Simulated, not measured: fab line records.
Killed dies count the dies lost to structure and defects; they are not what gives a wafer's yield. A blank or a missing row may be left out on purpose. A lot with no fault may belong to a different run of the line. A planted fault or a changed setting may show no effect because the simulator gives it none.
Which tool is to blame? | flow nand-harc | 11 lots with 33 wafers sampled at 5 steps, on a route of 1159 steps

## WHAT THE GAUGES READ, wafer by wafer
NHARC_END_SORT_01. Usual: killed-at-array 27, standard deviation 11; killed-at-other 0.7, standard deviation 1.1; killed-at-periphery 3.6, standard deviation 2.4; killed-dies 32, standard deviation 11; killed-open 3.3, standard deviation 1.8; killed-short 2.1, standard deviation 1.5.
lot  | measured     | on        | killed-at-array | killed-at-other | killed-at-periphery | killed-dies | killed-open | killed-short | flag
L419 | day 24 00:59 | prober-01 | 16 14 649       | 0 0 2           | 4 0 8               | 20 14 659   | 5 2 4       | 1 2 1        | OFF

## TOOL THAT RAN EACH LOT (tool first, then ch and the chambers of the sampled wafers, then the start)
lot  | NHARC_A_STAIRCASE_STRIP_475                   | NHARC_A_SGD_CUT_DESCUM_14          | NHARC_A_SGD_CUT_ETCH_58            | NHARC_A_SGD_CUT_CMP_21
L402 | rie-diel-13 ch 0,1, day 13 21:55 or earlier   | rie-diel-01 ch 2,3, day 13 21:55   | rie-diel-01 ch 2,3, day 13 22:01   | cmp-02 ch 0,1,2, day 14 04:45
L404 | rie-diel-05 ch 0,2,3, day 14 05:59 or earlier | rie-diel-11 ch 0,2,3, day 14 05:59 | rie-diel-11 ch 1,3, day 14 06:13   | cmp-03 ch 0,3, day 14 14:02
L406 | rie-diel-08 ch 0,2,3, day 14 06:20 or earlier | rie-diel-04 ch 1,2, day 14 06:20   | rie-diel-04 ch 1,2,3, day 14 06:28 | cmp-01 ch 2,3, day 14 14:07
L407 | rie-diel-08 ch 1,3, day 14 17:04 or earlier   | rie-diel-11 ch 0,1,2, day 14 17:04 | rie-diel-11 ch 1,3, day 14 17:09   | cmp-01 ch 1,2,3, day 15 01:12
L410 | rie-diel-08 ch 0,1,2, day 16 01:04 or earlier | rie-diel-11 ch 0,1,3, day 16 01:04 | rie-diel-11 ch 0,2,3, day 16 01:09 | cmp-01 ch 0,2, day 16 08:31
L412 | rie-diel-08 ch 0,2, day 16 11:18 or earlier   | rie-diel-01 ch 1,3, day 16 11:18   | rie-diel-01 ch 0,2,3, day 16 11:24 | cmp-01 ch 0,2,3, day 16 20:59
L413 | rie-diel-05 ch 0,1,2, day 16 10:35            | rie-diel-04 ch 1,2,3, day 16 12:17 | rie-diel-04 ch 1,2,3, day 16 12:22 | cmp-03 ch 1,2,3, day 16 20:58
L411 | rie-diel-08 ch 1,2, day 16 13:02 or earlier   | rie-diel-01 ch 1,2, day 16 13:02   | rie-diel-01 ch 0,1,2, day 16 13:08 | cmp-02 ch 2,3, day 16 20:58
L419 | rie-diel-13 ch 0,1,3, day 18 06:46 or earlier | rie-diel-11 ch 0,1,3, day 18 06:46 | rie-diel-11 ch 0,2,3, day 18 06:51 | cmp-02 ch 0,2, day 18 12:38
L424 | rie-diel-13 ch 1,2, day 19 22:02 or earlier   | rie-diel-04 ch 1,2, day 19 22:02   | rie-diel-04 ch 0,1,3, day 19 22:08 | cmp-02 ch 0,1, day 20 03:32
L425 | rie-diel-08 ch 0,1, day 19 20:43              | rie-diel-01 ch 2,3, day 19 22:24   | rie-diel-01 ch 2,3, day 19 22:31   | cmp-01 ch 0,1, day 20 03:35
- NHARC_A_STAIRCASE_STRIP_475: strips in O2, time 20 s.
- NHARC_A_SGD_CUT_DESCUM_14: chemistry O2, time 3 s.
- NHARC_A_SGD_CUT_ETCH_58: etches the open film in CF4, target depth 39 nm, time 65 s.
- NHARC_A_SGD_CUT_CMP_21: polishes, target thk 148.19 nm.

## AS READ BY THE TOOLS THEMSELVES (means over the sampled wafers that have a number; for cases with no such wafer, the mark the record gives instead)
NHARC_A_STAIRCASE_STRIP_475. Usual: drypump-motor-current-A 5.7 A, standard deviation 0.49; oes-product-au 1.002 a.u., standard deviation 0.015; rf-vpp-V 57.6 V, standard deviation 0.82; showerhead-plenum-p-Torr 3.41 Torr, standard deviation 0.13; throttle-valve-pct 17.037 %, standard deviation 0.0085.
lot  | tool        | drypump-motor-current-A (A) | oes-product-au (a.u.) | rf-vpp-V (V) | showerhead-plenum-p-Torr (Torr) | throttle-valve-pct (%) | flag
L402 | rie-diel-13 | 6.1                         | 0.990                 | 57.5         | 3.41                            | 17.040                 |
L404 | rie-diel-05 | 5.8                         | 1.005                 | 58.1         | 3.41                            | 17.035                 |
L406 | rie-diel-08 | 5.2                         | 1.005                 | 57.0         | 3.34                            | 17.036                 |
L407 | rie-diel-08 | 5.5                         | 1.009                 | 57.2         | 3.30                            | 17.038                 |
L410 | rie-diel-08 | 5.5                         | 0.998                 | 56.6         | 3.34                            | 17.034                 |
L412 | rie-diel-08 | 5.3                         | 0.988                 | 57.4         | 3.36                            | 17.029                 |
L413 | rie-diel-05 | 6.0                         | 1.007                 | 58.3         | 3.50                            | 17.036                 |
L411 | rie-diel-08 | 5.3                         | 0.991                 | 57.1         | 3.33                            | 17.031                 |
L419 | rie-diel-13 | 6.1                         | 0.997                 | 58.3         | 3.50                            | 17.041                 |
L424 | rie-diel-13 | 5.3                         | 0.974                 | 57.6         | 3.42                            | 17.030                 |
L425 | rie-diel-08 | 5.8                         | 1.002                 | 57.8         | 3.31                            | 17.035                 |

NHARC_A_SGD_CUT_DESCUM_14. Usual: drypump-motor-current-A 5.6 A, standard deviation 0.33; oes-product-au 0.997 a.u., standard deviation 0.011; rf-vpp-V 57.8 V, standard deviation 0.89; showerhead-plenum-p-Torr 1.92 Torr, standard deviation 0.077; throttle-valve-pct 11.312 %, standard deviation 0.0096.
lot  | tool        | drypump-motor-current-A (A) | oes-product-au (a.u.) | rf-vpp-V (V) | showerhead-plenum-p-Torr (Torr) | throttle-valve-pct (%) | flag
L402 | rie-diel-01 | 5.2                         | 0.997                 | 57.2         | 1.88                            | 11.309                 |
L404 | rie-diel-11 | 5.8                         | 1.000                 | 57.3         | 1.86                            | 11.311                 |
L406 | rie-diel-04 | 5.5                         | 1.002                 | 58.2         | 1.95                            | 11.314                 |
L407 | rie-diel-11 | 5.8                         | 1.009                 | 58.4         | 1.93                            | 11.313                 |
L410 | rie-diel-11 | 5.7                         | 1.000                 | 58.0         | 1.95                            | 11.314                 |
L412 | rie-diel-01 | 5.2                         | 0.985                 | 56.9         | 1.88                            | 11.311                 |
L413 | rie-diel-04 | 5.7                         | 0.999                 | 58.4         | 1.94                            | 11.319                 |
L411 | rie-diel-01 | 5.5                         | 1.000                 | 57.7         | 1.92                            | 11.311                 |
L419 | rie-diel-11 | 5.7                         | 0.997                 | 57.0         | 1.95                            | 11.309                 |
L424 | rie-diel-04 | 5.5                         | 1.005                 | 57.7         | 1.94                            | 11.312                 |
L425 | rie-diel-01 | 5.0                         | 0.987                 | 57.7         | 1.85                            | 11.307                 |

NHARC_A_SGD_CUT_ETCH_58. Usual: drypump-motor-current-A 5.6 A, standard deviation 0.33; oes-product-au 0.998 a.u., standard deviation 0.01; rf-vpp-V 151.4 V, standard deviation 1.1; showerhead-plenum-p-Torr 1.78 Torr, standard deviation 0.069; throttle-valve-pct 13.284 %, standard deviation 0.0095.
lot  | tool        | drypump-motor-current-A (A) | oes-product-au (a.u.) | rf-vpp-V (V) | showerhead-plenum-p-Torr (Torr) | throttle-valve-pct (%) | flag
L402 | rie-diel-01 | 5.2                         | 0.997                 | 150.8        | 1.74                            | 13.285                 |
L404 | rie-diel-11 | 5.7                         | 1.004                 | 151.0        | 1.76                            | 13.280                 |
L406 | rie-diel-04 | 5.6                         | 1.002                 | 151.9        | 1.80                            | 13.280                 |
L407 | rie-diel-11 | 5.6                         | 1.007                 | 151.9        | 1.83                            | 13.277                 |
L410 | rie-diel-11 | 5.8                         | 1.007                 | 151.2        | 1.72                            | 13.281                 |
L412 | rie-diel-01 | 5.2                         | 1.002                 | 150.9        | 1.76                            | 13.286                 |
L413 | rie-diel-04 | 5.6                         | 1.006                 | 150.4        | 1.79                            | 13.283                 |
L411 | rie-diel-01 | 5.5                         | 0.993                 | 151.6        | 1.80                            | 13.277                 |
L419 | rie-diel-11 | 5.8                         | 0.934                 | 150.4        | 1.72                            | 13.283                 | OFF
L424 | rie-diel-04 | 5.9                         | 0.995                 | 151.2        | 1.82                            | 13.275                 |
L425 | rie-diel-01 | 5.0                         | 0.995                 | 151.0        | 1.72                            | 13.291                 |

NHARC_A_SGD_CUT_CMP_21. Usual: motor-current-A 12.6 A, standard deviation 1.3; retaining-ring-pressure-frac 1.000, standard deviation 0.0047; time-to-endpoint-s 48 s, standard deviation 3.3.
lot  | tool   | motor-current-A (A) | retaining-ring-pressure-frac | time-to-endpoint-s (s) | flag
L402 | cmp-02 | 12.6                | 0.999                        | 53                     |
L404 | cmp-03 | 12.3                | 0.996                        | 43                     |
L406 | cmp-01 | 13.7                | 1.003                        | 50                     |
L407 | cmp-01 | 13.5                | 1.000                        | 49                     |
L410 | cmp-01 | 12.3                | 0.997                        | 45                     |
L412 | cmp-01 | 13.3                | 0.996                        | 50                     |
L413 | cmp-03 | 11.2                | 1.003                        | 45                     |
L411 | cmp-02 | 12.3                | 1.000                        | 49                     |
L419 | cmp-02 | 12.3                | 1.003                        | 51                     |
L424 | cmp-02 | 12.3                | 0.997                        | 47                     |
L425 | cmp-01 | 13.2                | 0.999                        | 47                     |

## THE ANSWER, worked out from the rows above alone
Rule: take the mean of a lot's wafers that have a number; if it is more than 3 standard deviations from the usual mean, the lot is off. Also off: a lot with no number at a reading for which 4 or more lots have one. All remaining lots with rows at the step are treated as sound. Order of review: gauges by route order, followed by the tools' own readings, for which a lot's mean as printed above is used. At the first step where some lot is off, the reading lying furthest off is the one used; lots without a number count as furthest.
Off: L419 (NHARC_END_SORT_01, killed-at-array). Neither off nor sound, because the step has no rows for them: L402, L404, L406, L407, L410, L412, L413, L411, L424, L425.
A tool fits if, at a process step before that reading, it ran every lot that is off, and no sound lot after the first of them. The gauges at NHARC_END_SORT_01 aren't tried: what is off there is off at NHARC_A_SGD_CUT_ETCH_58 too, on other tools, and a gauge's error can't cause that. NHARC_A_STAIRCASE_STRIP_475 gives no start for some lots, so the hours and the order of its lots are those of NHARC_A_SGD_CUT_DESCUM_14. Can't be told from this: 3 tools fit, rie-diel-13 at NHARC_A_STAIRCASE_STRIP_475, rie-diel-11 at NHARC_A_SGD_CUT_DESCUM_14 and NHARC_A_SGD_CUT_ETCH_58, cmp-02 at NHARC_A_SGD_CUT_CMP_21.

## WHAT THE SIMULATOR HAD INSERTED
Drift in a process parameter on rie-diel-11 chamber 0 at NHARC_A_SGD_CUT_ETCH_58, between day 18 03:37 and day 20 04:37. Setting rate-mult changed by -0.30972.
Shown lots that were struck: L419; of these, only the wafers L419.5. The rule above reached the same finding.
